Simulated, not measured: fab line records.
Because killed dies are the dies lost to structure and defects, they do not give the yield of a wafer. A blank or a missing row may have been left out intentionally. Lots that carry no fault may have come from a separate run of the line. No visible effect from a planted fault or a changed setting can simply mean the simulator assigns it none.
What tool caused it? / flow n5-finfet / 24 lots, 72 wafers sampled, at 5 steps of a route of 1938

WHAT THE GAUGES READ, wafer by wafer
N5_BEOL_M3_OVL_MEAS_29. Usual: V2_OVL gives -0.1 nm (standard deviation 0.76).
lot=L074; measured=day 7 06:37; on=overlay-02; V2_OVL (nm)=-0.5 -0.8 0.8; flag=
lot=L075; measured=day 7 12:41; on=overlay-02; V2_OVL (nm)=0.6 0.0 -0.2; flag=
lot=L076; measured=day 7 14:32; on=overlay-02; V2_OVL (nm)=1.0 -0.3 0.0; flag=
lot=L077; measured=day 7 17:50; on=overlay-01; V2_OVL (nm)=-0.1 -1.1 -0.6; flag=
lot=L078; measured=day 7 19:19; on=overlay-01; V2_OVL (nm)=1.5 0.5 1.4; flag=
lot=L079; measured=day 7 22:32; on=overlay-02; V2_OVL (nm)=-0.7 -0.7 -0.6; flag=
lot=L080; measured=day 8 09:08; on=overlay-02; V2_OVL (nm)=0.6 0.4 1.1; flag=
lot=L081; measured=day 9 01:37; on=overlay-01; V2_OVL (nm)=-0.4 0.5 -0.5; flag=
lot=L082; measured=day 9 02:01; on=overlay-01; V2_OVL (nm)=1.3 0.0 0.7; flag=
lot=L083; measured=day 9 04:55; on=overlay-02; V2_OVL (nm)=-0.4 0.0 0.4; flag=
lot=L084; measured=day 9 05:56; on=overlay-02; V2_OVL (nm)=-1.7 -1.0 -0.4; flag=
lot=L085; measured=day 9 23:07; on=overlay-02; V2_OVL (nm)=0.4 0.4 -0.1; flag=
lot=L086; measured=day 10 03:07; on=overlay-01; V2_OVL (nm)=1.1 -0.6 -0.9; flag=
lot=L087; measured=day 10 08:41; on=overlay-02; V2_OVL (nm)=-1.0 -1.3 -1.2; flag=
lot=L089; measured=day 10 14:19; on=overlay-01; V2_OVL (nm)=1.0 1.5 1.2; flag=
lot=L088; measured=day 10 21:05; on=overlay-01; V2_OVL (nm)=-0.3 0.3 1.1; flag=
lot=L090; measured=day 10 23:22; on=overlay-01; V2_OVL (nm)=-0.4 -0.7 -0.6; flag=
lot=L091; measured=day 11 07:42; on=overlay-02; V2_OVL (nm)=-0.5 -0.3 -1.1; flag=
lot=L092; measured=day 11 13:59; on=overlay-01; V2_OVL (nm)=0.3 -0.2 0.5; flag=
lot=L093; measured=day 12 03:28; on=overlay-01; V2_OVL (nm)=-1.0 -0.6 -0.5; flag=
lot=L094; measured=day 12 13:26; on=overlay-01; V2_OVL (nm)=-0.1 -0.2 -0.1; flag=
lot=L097; measured=day 12 23:23; on=overlay-01; V2_OVL (nm)=-0.6 -0.5 -0.1; flag=
lot=L095; measured=day 13 00:20; on=overlay-02; V2_OVL (nm)=-1.3 -0.9 -0.3; flag=
lot=L096; measured=day 13 05:42; on=overlay-01; V2_OVL (nm)=-0.3 0.5 0.7; flag=

N5_BEOL_M3_INSPECT_30: inspects for defects (brightfield). Usual: raw-defect-count reads 410 (standard deviation 100).
lot=L074; measured=day 7 06:40; on=defect-inspect-01; raw-defect-count=534 352 345; flag=
lot=L075; measured=day 7 12:44; on=defect-inspect-02; raw-defect-count=354 393 311; flag=
lot=L076; measured=day 7 14:35; on=defect-inspect-02; raw-defect-count=273 326 315; flag=
lot=L077; measured=day 7 17:53; on=defect-inspect-01; raw-defect-count=355 307 465; flag=
lot=L078; measured=day 7 19:22; on=defect-inspect-02; raw-defect-count=410 359 398; flag=
lot=L079; measured=day 7 22:35; on=defect-inspect-02; raw-defect-count=428 441 299; flag=
lot=L080; measured=day 8 09:11; on=defect-inspect-01; raw-defect-count=425 410 473; flag=
lot=L081; measured=day 9 01:40; on=defect-inspect-01; raw-defect-count=401 480 386; flag=
lot=L082; measured=day 9 02:04; on=defect-inspect-02; raw-defect-count=598 591 548; flag=
lot=L083; measured=day 9 04:58; on=defect-inspect-02; raw-defect-count=229 351 284; flag=
lot=L084; measured=day 9 05:59; on=defect-inspect-02; raw-defect-count=426 468 311; flag=
lot=L085; measured=day 9 23:10; on=defect-inspect-02; raw-defect-count=397 478 312; flag=
lot=L086; measured=day 10 03:10; on=defect-inspect-01; raw-defect-count=400 570 537; flag=
lot=L087; measured=day 10 08:44; on=defect-inspect-01; raw-defect-count=462 493 511; flag=
lot=L089; measured=day 10 14:22; on=defect-inspect-01; raw-defect-count=584 425 437; flag=
lot=L088; measured=day 10 21:09; on=defect-inspect-01; raw-defect-count=878 457 640; flag=
lot=L090; measured=day 10 23:25; on=defect-inspect-01; raw-defect-count=311 317 485; flag=
lot=L091; measured=day 11 07:46; on=defect-inspect-02; raw-defect-count=416 282 389; flag=
lot=L092; measured=day 11 14:02; on=defect-inspect-02; raw-defect-count=385 336 300; flag=
lot=L093; measured=day 12 03:32; on=defect-inspect-02; raw-defect-count=362 401 355; flag=
lot=L094; measured=day 12 13:30; on=defect-inspect-02; raw-defect-count=557 347 267; flag=
lot=L097; measured=day 12 23:26; on=defect-inspect-02; raw-defect-count=512 599 477; flag=
lot=L095; measured=day 13 00:23; on=defect-inspect-02; raw-defect-count=292 525 360; flag=
lot=L096; measured=day 13 05:46; on=defect-inspect-01; raw-defect-count=406 445 448; flag=

N5_BEOL_M3_CD_MEAS_35: target cd 18 nm, target cd y 21 nm. Usual: cd-nm reads 18.0 nm (standard deviation 0.32).
lot=L074; measured=day 7 09:39; on=cd-sem-03; cd-nm (nm)=18.3 18.5 18.5; flag=
lot=L075; measured=day 7 13:41; on=cd-sem-01; cd-nm (nm)=18.0 18.1 18.1; flag=
lot=L076; measured=day 7 16:56; on=cd-sem-02; cd-nm (nm)=18.2 18.3 17.5; flag=
lot=L077; measured=day 7 20:06; on=cd-sem-01; cd-nm (nm)=18.3 18.4 18.1; flag=
lot=L078; measured=day 7 20:30; on=cd-sem-01; cd-nm (nm)=18.8 17.8 18.0; flag=
lot=L079; measured=day 8 00:18; on=cd-sem-03; cd-nm (nm)=18.0 18.0 18.2; flag=
lot=L080; measured=day 8 14:55; on=cd-sem-02; cd-nm (nm)=17.6 17.5 18.0; flag=
lot=L081; measured=day 9 02:43; on=cd-sem-02; cd-nm (nm)=18.0 17.8 17.8; flag=
lot=L082; measured=day 9 03:29; on=cd-sem-02; cd-nm (nm)=17.6 18.5 18.5; flag=
lot=L083; measured=day 9 06:10; on=cd-sem-03; cd-nm (nm)=17.9 18.2 18.0; flag=
lot=L084; measured=day 9 14:22; on=cd-sem-02; cd-nm (nm)=17.4 17.2 17.8; flag=
lot=L085; measured=day 10 00:41; on=cd-sem-02; cd-nm (nm)=17.6 18.0 17.4; flag=
lot=L086; measured=day 10 07:37; on=cd-sem-01; cd-nm (nm)=17.7 17.6 17.8; flag=
lot=L087; measured=day 10 12:38; on=cd-sem-02; cd-nm (nm)=17.4 18.2 17.8; flag=
lot=L089; measured=day 10 15:58; on=cd-sem-02; cd-nm (nm)=18.0 18.2 18.1; flag=
lot=L088; measured=day 11 06:53; on=cd-sem-03; cd-nm (nm)=18.4 18.0 17.9; flag=
lot=L090; measured=day 11 07:09; on=cd-sem-01; cd-nm (nm)=17.3 17.9 18.2; flag=
lot=L091; measured=day 12 02:26; on=cd-sem-02; cd-nm (nm)=18.2 18.4 18.1; flag=
lot=L092; measured=day 12 02:38; on=cd-sem-01; cd-nm (nm)=17.9 18.0 17.2; flag=
lot=L093; measured=day 12 11:37; on=cd-sem-03; cd-nm (nm)=18.1 17.7 18.1; flag=
lot=L094; measured=day 12 18:53; on=cd-sem-01; cd-nm (nm)=18.3 18.3 18.2; flag=
lot=L097; measured=day 13 04:50; on=cd-sem-03; cd-nm (nm)=18.4 17.9 17.7; flag=
lot=L095; measured=day 13 07:14; on=cd-sem-02; cd-nm (nm)=18.8 18.7 17.9; flag=
lot=L096; measured=day 13 08:01; on=cd-sem-02; cd-nm (nm)=18.0 17.9 18.1; flag=

EACH LOT AND THE TOOL THAT RAN IT (in order: tool; ch and the chambers of the sampled wafers; start)
lot=L074; N5_BEOL_M3_HM_OPEN_17=rie-metal-01 ch 0,1, day 7 06:05; N5_BEOL_M3_ALD_98=ald-sin-03 ch 2,3, day 7 06:50
lot=L075; N5_BEOL_M3_HM_OPEN_17=rie-metal-02 ch 0,1, day 7 12:07; N5_BEOL_M3_ALD_98=ald-sin-04 ch 0,1,3, day 7 12:54
lot=L076; N5_BEOL_M3_HM_OPEN_17=rie-metal-03 ch 0,1, day 7 13:45; N5_BEOL_M3_ALD_98=ald-sin-03 ch 0,1,3, day 7 14:53
lot=L077; N5_BEOL_M3_HM_OPEN_17=rie-metal-03 ch 0, day 7 17:17; N5_BEOL_M3_ALD_98=ald-sin-04 ch 1,2, day 7 18:03
lot=L078; N5_BEOL_M3_HM_OPEN_17=rie-metal-02 ch 1, day 7 18:47; N5_BEOL_M3_ALD_98=ald-sin-02 ch 0,3, day 7 19:50
lot=L079; N5_BEOL_M3_HM_OPEN_17=rie-metal-01 ch 0, day 7 22:00; N5_BEOL_M3_ALD_98=ald-sin-02 ch 0,2,3, day 7 23:19
lot=L080; N5_BEOL_M3_HM_OPEN_17=rie-metal-02 ch 0,1, day 8 08:37; N5_BEOL_M3_ALD_98=ald-sin-04 ch 0,3, day 8 09:21
lot=L081; N5_BEOL_M3_HM_OPEN_17=rie-metal-02 ch 0,1, day 9 01:07; N5_BEOL_M3_ALD_98=ald-sin-04 ch 1,2,3, day 9 02:01
lot=L082; N5_BEOL_M3_HM_OPEN_17=rie-metal-01 ch 0,1, day 9 01:28; N5_BEOL_M3_ALD_98=ald-sin-03 ch 0,2, day 9 02:41
lot=L083; N5_BEOL_M3_HM_OPEN_17=rie-metal-01 ch 0,1, day 9 04:21; N5_BEOL_M3_ALD_98=ald-sin-04 ch 1,2, day 9 05:15
lot=L084; N5_BEOL_M3_HM_OPEN_17=rie-metal-02 ch 0,1, day 9 05:08; N5_BEOL_M3_ALD_98=ald-sin-02 ch 2,3, day 9 06:09
lot=L085; N5_BEOL_M3_HM_OPEN_17=rie-metal-03 ch 0,1, day 9 22:26; N5_BEOL_M3_ALD_98=ald-sin-02 ch 1,2, day 9 23:32
lot=L086; N5_BEOL_M3_HM_OPEN_17=rie-metal-01 ch 0,1, day 10 02:35; N5_BEOL_M3_ALD_98=ald-sin-02 ch 0,2,3, day 10 03:40
lot=L087; N5_BEOL_M3_HM_OPEN_17=rie-metal-01 ch 0,1, day 10 08:08; N5_BEOL_M3_ALD_98=ald-sin-04 ch 0,3, day 10 08:55
lot=L089; N5_BEOL_M3_HM_OPEN_17=rie-metal-01 ch 0,1, day 10 13:35; N5_BEOL_M3_ALD_98=ald-sin-02 ch 0,1,2, day 10 15:18
lot=L088; N5_BEOL_M3_HM_OPEN_17=rie-metal-03 ch 0,1, day 10 20:26; N5_BEOL_M3_ALD_98=ald-sin-04 ch 0,1,2, day 10 21:19
lot=L090; N5_BEOL_M3_HM_OPEN_17=rie-metal-03 ch 0,1, day 10 22:44; N5_BEOL_M3_ALD_98=ald-sin-02 ch 0,1, day 10 23:47
lot=L091; N5_BEOL_M3_HM_OPEN_17=rie-metal-02 ch 1, day 11 07:10; N5_BEOL_M3_ALD_98=ald-sin-02 ch 1,2,3, day 11 08:22
lot=L092; N5_BEOL_M3_HM_OPEN_17=rie-metal-02 ch 0, day 11 13:16; N5_BEOL_M3_ALD_98=ald-sin-02 ch 0,3, day 11 14:15
lot=L093; N5_BEOL_M3_HM_OPEN_17=rie-metal-01 ch 0,1, day 12 02:46; N5_BEOL_M3_ALD_98=ald-sin-02 ch 0,2,3, day 12 03:45
lot=L094; N5_BEOL_M3_HM_OPEN_17=rie-metal-01 ch 0,1, day 12 12:53; N5_BEOL_M3_ALD_98=ald-sin-02 ch 0,1,2, day 12 13:57
lot=L097; N5_BEOL_M3_HM_OPEN_17=rie-metal-02 ch 0,1, day 12 22:44; N5_BEOL_M3_ALD_98=ald-sin-02 ch 0,2,3, day 12 23:37
lot=L095; N5_BEOL_M3_HM_OPEN_17=rie-metal-02 ch 0,1, day 12 23:42; N5_BEOL_M3_ALD_98=ald-sin-03 ch 1,2, day 13 00:34
lot=L096; N5_BEOL_M3_HM_OPEN_17=rie-metal-01 ch 0,1, day 13 05:10; N5_BEOL_M3_ALD_98=ald-sin-04 ch 0,2, day 13 05:56
- N5_BEOL_M3_HM_OPEN_17: chemistry Cl2/BCl3, target TiN, target depth 20 nm, overetch 6 nm.
- N5_BEOL_M3_ALD_98: deposits SiO2, target thk 2.5 nm, pulse time 1 s, co reactant pulse time 1 s.

WHAT THE TOOLS THEMSELVES READ (means of the sampled wafers that have a number; where no wafer has one, the mark that the record gives instead)
N5_BEOL_M3_HM_OPEN_17. Usual: drypump-motor-current-A 5.3 A, standard deviation 0.44; oes-product-au 0.65 a.u., standard deviation 0.053; throttle-valve-pct 22.04 %, standard deviation 0.29.
lot=L074; tool=rie-metal-01; drypump-motor-current-A (A)=5.0; oes-product-au (a.u.)=0.70; throttle-valve-pct (%)=21.79; flag=
lot=L075; tool=rie-metal-02; drypump-motor-current-A (A)=5.7; oes-product-au (a.u.)=0.68; throttle-valve-pct (%)=22.04; flag=
lot=L076; tool=rie-metal-03; drypump-motor-current-A (A)=5.5; oes-product-au (a.u.)=0.58; throttle-valve-pct (%)=22.52; flag=
lot=L077; tool=rie-metal-03; drypump-motor-current-A (A)=4.8; oes-product-au (a.u.)=0.60; throttle-valve-pct (%)=22.13; flag=
lot=L078; tool=rie-metal-02; drypump-motor-current-A (A)=6.0; oes-product-au (a.u.)=0.68; throttle-valve-pct (%)=21.82; flag=
lot=L079; tool=rie-metal-01; drypump-motor-current-A (A)=4.9; oes-product-au (a.u.)=0.62; throttle-valve-pct (%)=21.99; flag=
lot=L080; tool=rie-metal-02; drypump-motor-current-A (A)=5.7; oes-product-au (a.u.)=0.67; throttle-valve-pct (%)=22.04; flag=
lot=L081; tool=rie-metal-02; drypump-motor-current-A (A)=5.9; oes-product-au (a.u.)=0.68; throttle-valve-pct (%)=21.94; flag=
lot=L082; tool=rie-metal-01; drypump-motor-current-A (A)=5.0; oes-product-au (a.u.)=0.69; throttle-valve-pct (%)=21.80; flag=
lot=L083; tool=rie-metal-01; drypump-motor-current-A (A)=4.9; oes-product-au (a.u.)=0.65; throttle-valve-pct (%)=21.91; flag=
lot=L084; tool=rie-metal-02; drypump-motor-current-A (A)=5.7; oes-product-au (a.u.)=0.67; throttle-valve-pct (%)=22.05; flag=
lot=L085; tool=rie-metal-03; drypump-motor-current-A (A)=5.2; oes-product-au (a.u.)=0.58; throttle-valve-pct (%)=22.33; flag=
lot=L086; tool=rie-metal-01; drypump-motor-current-A (A)=5.0; oes-product-au (a.u.)=0.68; throttle-valve-pct (%)=21.81; flag=
lot=L087; tool=rie-metal-01; drypump-motor-current-A (A)=5.0; oes-product-au (a.u.)=0.68; throttle-valve-pct (%)=21.80; flag=
lot=L089; tool=rie-metal-01; drypump-motor-current-A (A)=4.9; oes-product-au (a.u.)=0.64; throttle-valve-pct (%)=21.92; flag=
lot=L088; tool=rie-metal-03; drypump-motor-current-A (A)=5.5; oes-product-au (a.u.)=0.56; throttle-valve-pct (%)=22.53; flag=
lot=L090; tool=rie-metal-03; drypump-motor-current-A (A)=5.1; oes-product-au (a.u.)=0.58; throttle-valve-pct (%)=22.35; flag=
lot=L091; tool=rie-metal-02; drypump-motor-current-A (A)=6.0; oes-product-au (a.u.)=0.66; throttle-valve-pct (%)=21.84; flag=
lot=L092; tool=rie-metal-02; drypump-motor-current-A (A)=5.5; oes-product-au (a.u.)=0.65; throttle-valve-pct (%)=22.19; flag=
lot=L093; tool=rie-metal-01; drypump-motor-current-A (A)=4.9; oes-product-au (a.u.)=0.65; throttle-valve-pct (%)=21.90; flag=
lot=L094; tool=rie-metal-01; drypump-motor-current-A (A)=4.9; oes-product-au (a.u.)=0.63; throttle-valve-pct (%)=21.92; flag=
lot=L097; tool=rie-metal-02; drypump-motor-current-A (A)=5.8; oes-product-au (a.u.)=0.66; throttle-valve-pct (%)=21.97; flag=
lot=L095; tool=rie-metal-02; drypump-motor-current-A (A)=5.8; oes-product-au (a.u.)=0.65; throttle-valve-pct (%)=21.96; flag=
lot=L096; tool=rie-metal-01; drypump-motor-current-A (A)=5.0; oes-product-au (a.u.)=0.67; throttle-valve-pct (%)=21.82; flag=

N5_BEOL_M3_ALD_98. Usual: heater-power-w 78 W, standard deviation 7.1; precursor-pulse-height-rel 0.997, standard deviation 0.018.
lot=L074; tool=ald-sin-03; heater-power-w (W)=84; precursor-pulse-height-rel=0.990; flag=
lot=L075; tool=ald-sin-04; heater-power-w (W)=77; precursor-pulse-height-rel=1.010; flag=
lot=L076; tool=ald-sin-03; heater-power-w (W)=81; precursor-pulse-height-rel=0.998; flag=
lot=L077; tool=ald-sin-04; heater-power-w (W)=80; precursor-pulse-height-rel=0.978; flag=
lot=L078; tool=ald-sin-02; heater-power-w (W)=67; precursor-pulse-height-rel=0.996; flag=
lot=L079; tool=ald-sin-02; heater-power-w (W)=72; precursor-pulse-height-rel=1.013; flag=
lot=L080; tool=ald-sin-04; heater-power-w (W)=75; precursor-pulse-height-rel=1.005; flag=
lot=L081; tool=ald-sin-04; heater-power-w (W)=80; precursor-pulse-height-rel=1.003; flag=
lot=L082; tool=ald-sin-03; heater-power-w (W)=78; precursor-pulse-height-rel=0.975; flag=
lot=L083; tool=ald-sin-04; heater-power-w (W)=80; precursor-pulse-height-rel=1.010; flag=
lot=L084; tool=ald-sin-02; heater-power-w (W)=77; precursor-pulse-height-rel=0.995; flag=
lot=L085; tool=ald-sin-02; heater-power-w (W)=84; precursor-pulse-height-rel=0.976; flag=
lot=L086; tool=ald-sin-02; heater-power-w (W)=72; precursor-pulse-height-rel=0.976; flag=
lot=L087; tool=ald-sin-04; heater-power-w (W)=76; precursor-pulse-height-rel=1.000; flag=
lot=L089; tool=ald-sin-02; heater-power-w (W)=79; precursor-pulse-height-rel=0.989; flag=
lot=L088; tool=ald-sin-04; heater-power-w (W)=78; precursor-pulse-height-rel=0.987; flag=
lot=L090; tool=ald-sin-02; heater-power-w (W)=75; precursor-pulse-height-rel=1.005; flag=
lot=L091; tool=ald-sin-02; heater-power-w (W)=79; precursor-pulse-height-rel=0.998; flag=
lot=L092; tool=ald-sin-02; heater-power-w (W)=68; precursor-pulse-height-rel=0.999; flag=
lot=L093; tool=ald-sin-02; heater-power-w (W)=73; precursor-pulse-height-rel=0.998; flag=
lot=L094; tool=ald-sin-02; heater-power-w (W)=79; precursor-pulse-height-rel=1.014; flag=
lot=L097; tool=ald-sin-02; heater-power-w (W)=73; precursor-pulse-height-rel=1.011; flag=
lot=L095; tool=ald-sin-03; heater-power-w (W)=83; precursor-pulse-height-rel=0.998; flag=
lot=L096; tool=ald-sin-04; heater-power-w (W)=79; precursor-pulse-height-rel=1.013; flag=

THE ANSWER, worked out from the rows above alone
Rule: a lot counts as off when the mean over its wafers that have a number is more than 3 standard deviations away from the usual mean. Also off: a lot with no number at a reading for which 4 or more lots have one. All remaining lots with rows at the step are treated as sound. The gauges are gone through in route order, then the tools' own readings, and for those a lot's mean is taken as printed above. The first step at which some lot is off is used, and at that step the reading that is off furthest; a lot without a number counts as furthest.
Nothing can be told from this: no lot is off at any reading shown.

WHAT THE SIMULATOR HAD PUT IN
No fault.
